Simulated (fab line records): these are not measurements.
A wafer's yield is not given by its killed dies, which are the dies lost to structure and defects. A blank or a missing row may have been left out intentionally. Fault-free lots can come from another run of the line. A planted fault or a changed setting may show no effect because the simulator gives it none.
Which tool is to blame? + flow nand harc + 24 lots, 72 wafers sampled, at 6 steps of a route of 1159

WHAT THE GAUGES READ, wafer by wafer
The record holds no reading of a measuring or inspecting step that can be judged against a usual standard deviation.

TOOL THAT RAN EACH LOT (tool first, then ch and the chambers of the sampled wafers, then the start)
| lot  | NHARC_A_STAIRCASE_ETCH_190                    | NHARC_A_STAIRCASE_TRIM_193                    | NHARC_A_STAIRCASE_TRIM_224                    | NHARC_A_STAIRCASE_ETCH_227                    | NHARC_A_STAIRCASE_DEP_151       | NHARC_A_STAIRCASE_STRIP_475        |
|------|-----------------------------------------------|-----------------------------------------------|-----------------------------------------------|-----------------------------------------------|---------------------------------|------------------------------------|
| L074 | rie diel-07 ch 1,3, day 12 14:11 or earlier   | rie diel-07 ch 0,3, day 12 14:11 or earlier   | rie diel-07 ch 0,1,3, day 12 14:11 or earlier | rie diel-07 ch 2,3, day 12 14:11 or earlier   | pecvd-02 ch 0,1, day 12 14:11   | rie diel-07 ch 0,1, no start       |
| L076 | rie diel-11 ch 0,1,2, day 12 22:01 or earlier | rie diel-11 ch 0,1,2, day 12 22:01 or earlier | rie diel-07 ch 1,3, day 12 22:01 or earlier   | rie diel-07 ch 1,2,3, day 12 22:01 or earlier | pecvd-03 ch 0,1, day 12 22:01   | rie diel-11 ch 1,2,3, no start     |
| L075 | rie diel-07 ch 0,1,2, day 12 22:40 or earlier | rie diel-07 ch 0,3, day 12 22:40 or earlier   | rie diel-11 ch 1,3, day 12 22:40 or earlier   | rie diel-11 ch 1,3, day 12 22:40 or earlier   | pecvd-02 ch 0,2, day 12 22:40   | rie diel-11 ch 0,3, no start       |
| L077 | rie diel-07 ch 0,1,2, day 13 09:05 or earlier | rie diel-07 ch 1,2,3, day 13 09:05 or earlier | rie diel-07 ch 0,1,2, day 13 09:05 or earlier | rie diel-07 ch 0,1,3, day 13 09:05 or earlier | pecvd-02 ch 0,1,2, day 13 09:05 | rie diel-12 ch 0,1,3, no start     |
| L078 | rie diel-07 ch 0,3, day 13 08:59 or earlier   | rie diel-07 ch 0,1,3, day 13 08:59 or earlier | rie diel-07 ch 0,2, day 13 08:59 or earlier   | rie diel-07 ch 0,2, day 13 08:59 or earlier   | pecvd-01 ch 0,1, day 13 08:59   | rie diel-11 ch 0,1,3, no start     |
| L079 | rie diel-12 ch 0,1,2, day 13 14:27 or earlier | rie diel-12 ch 0,1,3, day 13 14:27 or earlier | rie diel-12 ch 0,1,2, day 13 14:27 or earlier | rie diel-12 ch 1,2,3, day 13 14:27 or earlier | pecvd-01 ch 0,1, day 13 14:27   | rie diel-12 ch 0,2,3, no start     |
| L082 | rie diel-07 ch 1,2, day 14 14:11 or earlier   | rie diel-07 ch 1,2, day 14 14:11 or earlier   | rie diel-07 ch 2,3, day 14 14:11 or earlier   | rie diel-07 ch 0,1,2, day 14 14:11 or earlier | pecvd-01 ch 0,1,2, day 14 14:11 | rie diel-12 ch 2,3, no start       |
| L080 | rie diel-07 ch 1,2,3, day 14 20:41 or earlier | rie diel-07 ch 0,1,3, day 14 20:41 or earlier | rie diel-11 ch 0,2, day 14 20:41 or earlier   | rie diel-11 ch 0,1, day 14 20:41 or earlier   | pecvd-03 ch 0,1,2, day 14 20:41 | rie diel-12 ch 0,2, no start       |
| L083 | rie diel-12 ch 2,3, day 15 00:32 or earlier   | rie diel-12 ch 1,2,3, day 15 00:32 or earlier | rie diel-12 ch 1,2,3, day 15 00:32 or earlier | rie diel-12 ch 0,3, day 15 00:32 or earlier   | pecvd-03 ch 0,1,2, day 15 00:32 | rie diel-12 ch 0,2, no start       |
| L081 | rie diel-11 ch 0,2,3, day 15 07:26 or earlier | rie diel-11 ch 0,3, day 15 07:26 or earlier   | rie diel-11 ch 0,1,3, day 15 07:26 or earlier | rie diel-11 ch 0,3, day 15 07:26 or earlier   | pecvd-01 ch 0,1,2, day 15 07:26 | rie diel-12 ch 0,2,3, no start     |
| L084 | rie diel-12 ch 1,3, day 15 10:22 or earlier   | rie diel-12 ch 1,2, day 15 10:22 or earlier   | rie diel-07 ch 0,2,3, day 15 10:22 or earlier | rie diel-07 ch 0,1, day 15 10:22 or earlier   | pecvd-03 ch 1,2, day 15 10:22   | rie diel-12 ch 0,2,3, no start     |
| L086 | rie diel-11 ch 0,1,3, day 15 17:55 or earlier | rie diel-11 ch 1,2,3, day 15 17:55 or earlier | rie diel-12 ch 1,2,3, day 15 17:55 or earlier | rie diel-12 ch 0,2,3, day 15 17:55 or earlier | pecvd-03 ch 1,2, day 15 17:55   | rie diel-07 ch 0,1,2, day 16 20:59 |
| L087 | rie diel-11 ch 0,2,3, day 15 17:25 or earlier | rie diel-11 ch 1,3, day 15 17:25 or earlier   | rie diel-12 ch 2,3, day 15 17:25 or earlier   | rie diel-12 ch 0,1,2, day 15 17:25 or earlier | pecvd-01 ch 0,1,2, day 15 17:25 | rie diel-07 ch 0,1, day 16 20:35   |
| L085 | rie diel-12 ch 1,2, day 15 17:31 or earlier   | rie diel-12 ch 0,2,3, day 15 17:31 or earlier | rie diel-07 ch 0,1,3, day 15 17:31 or earlier | rie diel-07 ch 0,1, day 15 17:31 or earlier   | pecvd-02 ch 0,1,2, day 15 17:31 | rie diel-11 ch 0,2,3, no start     |
| L089 | rie diel-12 ch 0,1,2, day 16 04:34 or earlier | rie diel-12 ch 0,1, day 16 04:34 or earlier   | rie diel-11 ch 1,2, day 16 04:34 or earlier   | rie diel-11 ch 1,3, day 16 04:34 or earlier   | pecvd-03 ch 0,1,2, day 16 04:34 | rie diel-12 ch 0,2, no start       |
| L088 | rie diel-07 ch 2,3, day 16 04:34 or earlier   | rie diel-07 ch 1,3, day 16 04:34 or earlier   | rie diel-12 ch 0,3, day 16 04:34 or earlier   | rie diel-12 ch 0,3, day 16 04:34 or earlier   | pecvd-02 ch 0,2, day 16 04:34   | rie diel-11 ch 1,2,3, no start     |
| L090 | rie diel-11 ch 0,1,3, day 16 09:39 or earlier | rie diel-11 ch 0,1,3, day 16 09:39 or earlier | rie diel-07 ch 1,2,3, day 16 09:39 or earlier | rie diel-07 ch 0,3, day 16 09:39 or earlier   | pecvd-01 ch 0,1,2, day 16 09:39 | rie diel-12 ch 0,2, no start       |
| L091 | rie diel-11 ch 0,2,3, day 16 17:08 or earlier | rie diel-11 ch 1,3, day 16 17:08 or earlier   | rie diel-11 ch 1,2, day 16 17:08 or earlier   | rie diel-11 ch 0,2, day 16 17:08 or earlier   | pecvd-02 ch 0,1, day 16 17:08   | rie diel-11 ch 0,1, no start       |
| L094 | rie diel-12 ch 0,2, day 17 00:17 or earlier   | rie diel-12 ch 0,1,3, day 17 00:17 or earlier | rie diel-11 ch 0,1,2, day 17 00:17 or earlier | rie diel-11 ch 1,2,3, day 17 00:17 or earlier | pecvd-01 ch 0,1, day 17 00:17   | rie diel-11 ch 1,2,3, no start     |
| L092 | rie diel-11 ch 0,2,3, day 17 13:07 or earlier | rie diel-11 ch 0,1,3, day 17 13:07 or earlier | rie diel-12 ch 0,1, day 17 13:07 or earlier   | rie diel-12 ch 1,2,3, day 17 13:07 or earlier | pecvd-02 ch 0,1, day 17 13:07   | rie diel-12 ch 0,1,3, no start     |
| L095 | rie diel-07 ch 0,1,3, day 17 13:08 or earlier | rie diel-07 ch 0,2,3, day 17 13:08 or earlier | rie diel-12 ch 1,2,3, day 17 13:08 or earlier | rie diel-12 ch 0,1,2, day 17 13:08 or earlier | pecvd-03 ch 0,1,2, day 17 13:08 | rie diel-11 ch 0,1,3, no start     |
| L093 | rie diel-12 ch 0,1,2, day 17 19:25 or earlier | rie diel-12 ch 0,2,3, day 17 19:25 or earlier | rie diel-12 ch 2,3, day 17 19:25 or earlier   | rie diel-12 ch 2,3, day 17 19:25 or earlier   | pecvd-03 ch 0,1,2, day 17 19:25 | rie diel-07 ch 0,1,3, no start     |
| L096 | rie diel-12 ch 1,2,3, day 18 03:27 or earlier | rie diel-12 ch 0,1, day 18 03:27 or earlier   | rie diel-11 ch 1,2,3, day 18 03:27 or earlier | rie diel-11 ch 1,2,3, day 18 03:27 or earlier | pecvd-03 ch 0,2, day 18 03:27   | rie diel-11 ch 0,3, no start       |
| L097 | rie diel-11 ch 0,1,3, day 18 22:47 or earlier | rie diel-11 ch 2,3, day 18 22:47 or earlier   | rie diel-07 ch 0,1,2, day 18 22:47 or earlier | rie diel-07 ch 1,2, day 18 22:47 or earlier   | pecvd-03 ch 1,2, day 18 22:47   | rie diel-12 ch 1,2,3, no start     |
- NHARC_A_STAIRCASE_ETCH_190: etches the open film in C4F8/O2, target depth 100 nm, time 40.5 s.
- NHARC_A_STAIRCASE_TRIM_193: chemistry O2, time 211.2 s.
- NHARC_A_STAIRCASE_TRIM_224: chemistry O2, time 211.2 s.
- NHARC_A_STAIRCASE_ETCH_227: etches the open film in C4F8/O2, target depth 100 nm, time 40.5 s.
- NHARC_A_STAIRCASE_DEP_151: deposits SiO2, target thk 3800 nm.
- NHARC_A_STAIRCASE_STRIP_475: strips in O2, time 20 s.

AS READ BY THE TOOLS THEMSELVES (means over the sampled wafers that have a number; for cases with no such wafer, the mark the record gives instead)
NHARC_A_STAIRCASE_ETCH_190. Usual: oes product au 0.943 a.u., standard deviation 0.012; rf vpp V 898 V, standard deviation 4.8.
| lot  | tool        | oes product au (a.u.) | rf vpp V (V) | flag |
|------|-------------|-----------------------|--------------|------|
| L074 | rie diel-07 | 0.946                 | 898          |      |
| L076 | rie diel-11 | 0.942                 | 896          |      |
| L075 | rie diel-07 | 0.954                 | 896          |      |
| L077 | rie diel-07 | 0.939                 | 896          |      |
| L078 | rie diel-07 | 0.940                 | 896          |      |
| L079 | rie diel-12 | 0.961                 | 899          |      |
| L082 | rie diel-07 | 0.943                 | 896          |      |
| L080 | rie diel-07 | 0.940                 | 900          |      |
| L083 | rie diel-12 | 0.940                 | 900          |      |
| L081 | rie diel-11 | 0.947                 | 894          |      |
| L084 | rie diel-12 | 0.954                 | 899          |      |
| L086 | rie diel-11 | 0.945                 | 898          |      |
| L087 | rie diel-11 | 0.940                 | 895          |      |
| L085 | rie diel-12 | 0.933                 | 900          |      |
| L089 | rie diel-12 | 0.941                 | 898          |      |
| L088 | rie diel-07 | 0.943                 | 903          |      |
| L090 | rie diel-11 | 0.933                 | 898          |      |
| L091 | rie diel-11 | 0.956                 | 895          |      |
| L094 | rie diel-12 | 0.951                 | 897          |      |
| L092 | rie diel-11 | 0.940                 | 893          |      |
| L095 | rie diel-07 | 0.923                 | 896          |      |
| L093 | rie diel-12 | 0.933                 | 898          |      |
| L096 | rie diel-12 | 0.951                 | 899          |      |
| L097 | rie diel-11 | 0.945                 | 899          |      |

NHARC_A_STAIRCASE_TRIM_193. Usual: drypump motor current A 5.8 A, standard deviation 0.5; oes product au 1.003 a.u., standard deviation 0.011; rf vpp V 57.9 V, standard deviation 0.83; showerhead plenum p Torr 3.58 Torr, standard deviation 0.13; throttle valve pct 17.037 %, standard deviation 0.0088.
| lot  | tool        | drypump motor current A (A) | oes product au (a.u.) | rf vpp V (V) | showerhead plenum p Torr (Torr) | throttle valve pct (%) | flag |
|------|-------------|-----------------------------|-----------------------|--------------|---------------------------------|------------------------|------|
| L074 | rie diel-07 | 6.0                         | 1.010                 | 57.8         | 3.66                            | 17.032                 |      |
| L076 | rie diel-11 | 5.6                         | 1.000                 | 58.0         | 3.52                            | 17.031                 |      |
| L075 | rie diel-07 | 6.3                         | 0.989                 | 58.0         | 3.54                            | 17.039                 |      |
| L077 | rie diel-07 | 5.4                         | 1.011                 | 58.0         | 3.63                            | 17.038                 |      |
| L078 | rie diel-07 | 5.7                         | 1.007                 | 58.0         | 3.54                            | 17.033                 |      |
| L079 | rie diel-12 | 5.9                         | 1.004                 | 58.8         | 3.58                            | 17.042                 |      |
| L082 | rie diel-07 | 5.1                         | 1.012                 | 57.4         | 3.52                            | 17.031                 |      |
| L080 | rie diel-07 | 5.7                         | 1.002                 | 57.9         | 3.54                            | 17.045                 |      |
| L083 | rie diel-12 | 6.0                         | 0.996                 | 58.1         | 3.65                            | 17.040                 |      |
| L081 | rie diel-11 | 6.1                         | 1.013                 | 57.6         | 3.58                            | 17.039                 |      |
| L084 | rie diel-12 | 6.1                         | 0.993                 | 57.6         | 3.68                            | 17.025                 |      |
| L086 | rie diel-11 | 5.9                         | 0.995                 | 57.8         | 3.53                            | 17.038                 |      |
| L087 | rie diel-11 | 6.3                         | 0.998                 | 58.3         | 3.63                            | 17.043                 |      |
| L085 | rie diel-12 | 6.0                         | 1.001                 | 57.9         | 3.60                            | 17.035                 |      |
| L089 | rie diel-12 | 5.8                         | 1.002                 | 57.8         | 3.58                            | 17.035                 |      |
| L088 | rie diel-07 | 5.0                         | 0.997                 | 57.5         | 3.53                            | 17.031                 |      |
| L090 | rie diel-11 | 6.0                         | 1.001                 | 58.3         | 3.61                            | 17.036                 |      |
| L091 | rie diel-11 | 5.9                         | 0.995                 | 58.0         | 3.65                            | 17.043                 |      |
| L094 | rie diel-12 | 5.9                         | 1.006                 | 57.7         | 3.57                            | 17.030                 |      |
| L092 | rie diel-11 | 6.0                         | 1.000                 | 58.2         | 3.61                            | 17.032                 |      |
| L095 | rie diel-07 | 6.1                         | 1.004                 | 57.5         | 3.61                            | 17.035                 |      |
| L093 | rie diel-12 | 6.0                         | 1.004                 | 57.4         | 3.60                            | 17.042                 |      |
| L096 | rie diel-12 | 5.8                         | 1.013                 | 57.9         | 3.57                            | 17.035                 |      |
| L097 | rie diel-11 | 5.9                         | 1.014                 | 58.5         | 3.73                            | 17.045                 |      |

NHARC_A_STAIRCASE_TRIM_224. Usual: drypump motor current A 5.8 A, standard deviation 0.52; oes product au 1.004 a.u., standard deviation 0.0099; rf vpp V 57.9 V, standard deviation 0.81; showerhead plenum p Torr 3.57 Torr, standard deviation 0.13; throttle valve pct 17.035 %, standard deviation 0.0082.
| lot  | tool        | drypump motor current A (A) | oes product au (a.u.) | rf vpp V (V) | showerhead plenum p Torr (Torr) | throttle valve pct (%) | flag |
|------|-------------|-----------------------------|-----------------------|--------------|---------------------------------|------------------------|------|
| L074 | rie diel-07 | 5.6                         | 1.004                 | 57.5         | 3.54                            | 17.041                 |      |
| L076 | rie diel-07 | 5.1                         | 1.002                 | 58.5         | 3.55                            | 17.029                 |      |
| L075 | rie diel-11 | 6.2                         | 1.009                 | 58.8         | 3.64                            | 17.030                 |      |
| L077 | rie diel-07 | 5.8                         | 1.007                 | 58.5         | 3.52                            | 17.034                 |      |
| L078 | rie diel-07 | 6.4                         | 1.002                 | 56.9         | 3.51                            | 17.025                 |      |
| L079 | rie diel-12 | 5.9                         | 1.001                 | 57.8         | 3.61                            | 17.032                 |      |
| L082 | rie diel-07 | 5.8                         | 1.010                 | 57.6         | 3.72                            | 17.036                 |      |
| L080 | rie diel-11 | 5.7                         | 1.012                 | 58.3         | 3.48                            | 17.037                 |      |
| L083 | rie diel-12 | 6.0                         | 0.996                 | 58.9         | 3.65                            | 17.027                 |      |
| L081 | rie diel-11 | 6.0                         | 1.000                 | 58.1         | 3.62                            | 17.035                 |      |
| L084 | rie diel-07 | 6.0                         | 0.995                 | 58.7         | 3.62                            | 17.034                 |      |
| L086 | rie diel-12 | 6.0                         | 0.995                 | 58.1         | 3.65                            | 17.031                 |      |
| L087 | rie diel-12 | 6.2                         | 1.005                 | 58.5         | 3.67                            | 17.030                 |      |
| L085 | rie diel-07 | 5.7                         | 0.998                 | 57.5         | 3.53                            | 17.036                 |      |
| L089 | rie diel-11 | 5.5                         | 0.991                 | 57.6         | 3.54                            | 17.024                 |      |
| L088 | rie diel-12 | 5.8                         | 1.005                 | 57.9         | 3.53                            | 17.028                 |      |
| L090 | rie diel-07 | 5.4                         | 1.006                 | 58.0         | 3.62                            | 17.034                 |      |
| L091 | rie diel-11 | 5.5                         | 1.007                 | 57.3         | 3.41                            | 17.036                 |      |
| L094 | rie diel-11 | 5.6                         | 1.000                 | 57.5         | 3.50                            | 17.040                 |      |
| L092 | rie diel-12 | 5.8                         | 1.004                 | 57.6         | 3.57                            | 17.033                 |      |
| L095 | rie diel-12 | 6.1                         | 1.002                 | 58.2         | 3.64                            | 17.031                 |      |
| L093 | rie diel-12 | 6.1                         | 0.989                 | 58.3         | 3.66                            | 17.039                 |      |
| L096 | rie diel-11 | 5.9                         | 1.008                 | 57.8         | 3.69                            | 17.034                 |      |
| L097 | rie diel-07 | 5.8                         | 1.012                 | 58.4         | 3.49                            | 17.036                 |      |

NHARC_A_STAIRCASE_ETCH_227. Usual: oes product au 0.942 a.u., standard deviation 0.011; rf vpp V 897 V, standard deviation 5.
| lot  | tool        | oes product au (a.u.) | rf vpp V (V) | flag |
|------|-------------|-----------------------|--------------|------|
| L074 | rie diel-07 | 0.942                 | 905          |      |
| L076 | rie diel-07 | 0.955                 | 900          |      |
| L075 | rie diel-11 | 0.941                 | 900          |      |
| L077 | rie diel-07 | 0.949                 | 895          |      |
| L078 | rie diel-07 | 0.945                 | 895          |      |
| L079 | rie diel-12 | 0.951                 | 901          |      |
| L082 | rie diel-07 | 0.939                 | 895          |      |
| L080 | rie diel-11 | 0.936                 | 901          |      |
| L083 | rie diel-12 | 0.950                 | 896          |      |
| L081 | rie diel-11 | 0.956                 | 898          |      |
| L084 | rie diel-07 | 0.940                 | 893          |      |
| L086 | rie diel-12 | 0.936                 | 899          |      |
| L087 | rie diel-12 | 0.927                 | 898          |      |
| L085 | rie diel-07 | 0.954                 | 892          |      |
| L089 | rie diel-11 | 0.924                 | 899          |      |
| L088 | rie diel-12 | 0.954                 | 897          |      |
| L090 | rie diel-07 | 0.938                 | 900          |      |
| L091 | rie diel-11 | 0.932                 | 893          |      |
| L094 | rie diel-11 | 0.945                 | 895          |      |
| L092 | rie diel-12 | 0.935                 | 900          |      |
| L095 | rie diel-12 | 0.937                 | 898          |      |
| L093 | rie diel-12 | 0.937                 | 900          |      |
| L096 | rie diel-11 | 0.943                 | 902          |      |
| L097 | rie diel-07 | 0.952                 | 897          |      |

NHARC_A_STAIRCASE_DEP_151. Usual: heater power w at 679 W, with a standard deviation of 83.
| lot  | tool     | heater power w (W) | flag |
|------|----------|--------------------|------|
| L074 | pecvd-02 | 707                |      |
| L076 | pecvd-03 | 712                |      |
| L075 | pecvd-02 | 547                |      |
| L077 | pecvd-02 | 594                |      |
| L078 | pecvd-01 | 660                |      |
| L079 | pecvd-01 | 725                |      |
| L082 | pecvd-01 | 704                |      |
| L080 | pecvd-03 | 646                |      |
| L083 | pecvd-03 | 735                |      |
| L081 | pecvd-01 | 656                |      |
| L084 | pecvd-03 | 666                |      |
| L086 | pecvd-03 | 681                |      |
| L087 | pecvd-01 | 720                |      |
| L085 | pecvd-02 | 637                |      |
| L089 | pecvd-03 | 687                |      |
| L088 | pecvd-02 | 683                |      |
| L090 | pecvd-01 | 743                |      |
| L091 | pecvd-02 | 653                |      |
| L094 | pecvd-01 | 653                |      |
| L092 | pecvd-02 | 672                |      |
| L095 | pecvd-03 | 731                |      |
| L093 | pecvd-03 | 642                |      |
| L096 | pecvd-03 | 638                |      |
| L097 | pecvd-03 | 640                |      |

NHARC_A_STAIRCASE_STRIP_475. Usual: drypump motor current A 5.9 A, standard deviation 0.45; oes product au 1.004 a.u., standard deviation 0.012; rf vpp V 57.9 V, standard deviation 0.93; showerhead plenum p Torr 3.59 Torr, standard deviation 0.11; throttle valve pct 17.036 %, standard deviation 0.0098.
| lot  | tool        | drypump motor current A (A) | oes product au (a.u.) | rf vpp V (V) | showerhead plenum p Torr (Torr) | throttle valve pct (%) | flag |
|------|-------------|-----------------------------|-----------------------|--------------|---------------------------------|------------------------|------|
| L074 | rie diel-07 | 5.4                         | 0.995                 | 57.6         | 3.42                            | 17.035                 |      |
| L076 | rie diel-11 | 5.9                         | 1.005                 | 57.4         | 3.53                            | 17.042                 |      |
| L075 | rie diel-11 | 6.3                         | 1.003                 | 56.7         | 3.60                            | 17.037                 |      |
| L077 | rie diel-12 | 5.9                         | 1.011                 | 58.1         | 3.57                            | 17.047                 |      |
| L078 | rie diel-11 | 6.0                         | 1.003                 | 57.9         | 3.61                            | 17.040                 |      |
| L079 | rie diel-12 | 6.0                         | 1.002                 | 58.0         | 3.60                            | 17.036                 |      |
| L082 | rie diel-12 | 6.1                         | 0.992                 | 59.1         | 3.64                            | 17.035                 |      |
| L080 | rie diel-12 | 6.1                         | 0.994                 | 57.8         | 3.62                            | 17.025                 |      |
| L083 | rie diel-12 | 6.0                         | 0.990                 | 57.5         | 3.62                            | 17.029                 |      |
| L081 | rie diel-12 | 6.0                         | 1.006                 | 58.0         | 3.59                            | 17.045                 |      |
| L084 | rie diel-12 | 6.0                         | 1.006                 | 58.2         | 3.59                            | 17.030                 |      |
| L086 | rie diel-07 | 5.8                         | 1.019                 | 57.5         | 3.49                            | 17.025                 |      |
| L087 | rie diel-07 | 5.4                         | 1.002                 | 57.3         | 3.40                            | 17.032                 |      |
| L085 | rie diel-11 | 6.0                         | 1.006                 | 58.2         | 3.65                            | 17.037                 |      |
| L089 | rie diel-12 | 5.9                         | 1.014                 | 57.5         | 3.55                            | 17.036                 |      |
| L088 | rie diel-11 | 5.9                         | 1.000                 | 57.9         | 3.69                            | 17.042                 |      |
| L090 | rie diel-12 | 5.9                         | 1.010                 | 58.2         | 3.55                            | 17.035                 |      |
| L091 | rie diel-11 | 5.7                         | 1.004                 | 57.5         | 3.59                            | 17.039                 |      |
| L094 | rie diel-11 | 5.9                         | 0.994                 | 57.7         | 3.68                            | 17.041                 |      |
| L092 | rie diel-12 | 5.9                         | 1.014                 | 57.3         | 3.55                            | 17.035                 |      |
| L095 | rie diel-11 | 6.0                         | 0.995                 | 58.7         | 3.59                            | 17.038                 |      |
| L093 | rie diel-07 | 5.7                         | 1.009                 | 58.3         | 3.51                            | 17.041                 |      |
| L096 | rie diel-11 | 6.1                         | 1.005                 | 57.4         | 3.55                            | 17.046                 |      |
| L097 | rie diel-12 | 6.1                         | 1.012                 | 57.4         | 3.62                            | 17.025                 |      |

THE ANSWER, worked out from the rows above alone
Rule: take the mean of a lot's wafers that have a number; if it is more than 3 standard deviations from the usual mean, the lot is off. Also off: a lot with no number at a reading for which 4 or more lots have one. The other lots that the step has rows for count as sound. The gauges are gone through in route order, then the tools' own readings, and for those a lot's mean is taken as printed above. The first step at which some lot is off is used, and at that step the reading that is off furthest; a lot without a number counts as furthest.
Across all readings shown, no lot is off: no conclusion can be drawn from this.

WHAT THE SIMULATOR HAD PUT IN
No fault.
